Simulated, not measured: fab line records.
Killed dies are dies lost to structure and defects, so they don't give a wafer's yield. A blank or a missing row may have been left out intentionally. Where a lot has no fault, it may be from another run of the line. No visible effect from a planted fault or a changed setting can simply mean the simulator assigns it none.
Matching of chambers    flow n5_finfet    pecvd-03 running N5_BEOL_M8_DEP_56: 3 sister chambers
The step deposits SiCN from 3MS/NH3, target thk 10 nm, time 17.5 s. 3 wafers are shown with their chamber, then 9 later ones without.

EACH WAFER AND ITS CHAMBER
wafer   chamber  throttle_valve_pct (%)
L089.2  2        8.6
L089.3  0        9.2
L089.6  1        9.5

WAFERS WITHOUT THEIR CHAMBER
wafer   throttle_valve_pct (%)
L092.1  9.4
L092.2  8.3
L092.6  9.4
L091.1  9.4
L091.2  8.3
L091.6  9.4
L095.2  9.1
L095.5  9.3
L095.6  8.5

EACH ONE'S CHAMBER
wafer   from the rows above      in truth
L092.1  can't be placed: 1 or 0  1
L092.2  2                        2
L092.6  can't be placed: 1 or 0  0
L091.1  can't be placed: 1 or 0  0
L091.2  2                        2
L091.6  can't be placed: 1 or 0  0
L095.2  can't be placed: 0 or 1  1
L095.5  can't be placed: 0 or 1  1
L095.6  2                        2
Placed correctly: 3 of 9. These rows do not allow placing 6 (true chamber among the candidates in 6). Number placed wrongly: 0.
How it was worked out, from the rows above alone: a wafer's distance from a chamber is the root of the sum, over the readings, of the square of ((its reading less the chamber's mean) divided by the reading's scatter). The wafer belongs to the nearest chamber; if the next one is less than 2 further off, it can't be placed. For every chamber, the mean is computed from those of its wafers that are shown. The scatter: with one shown wafer a chamber, the root of the mean of the squares of how far each hidden wafer lies from its nearest shown one.
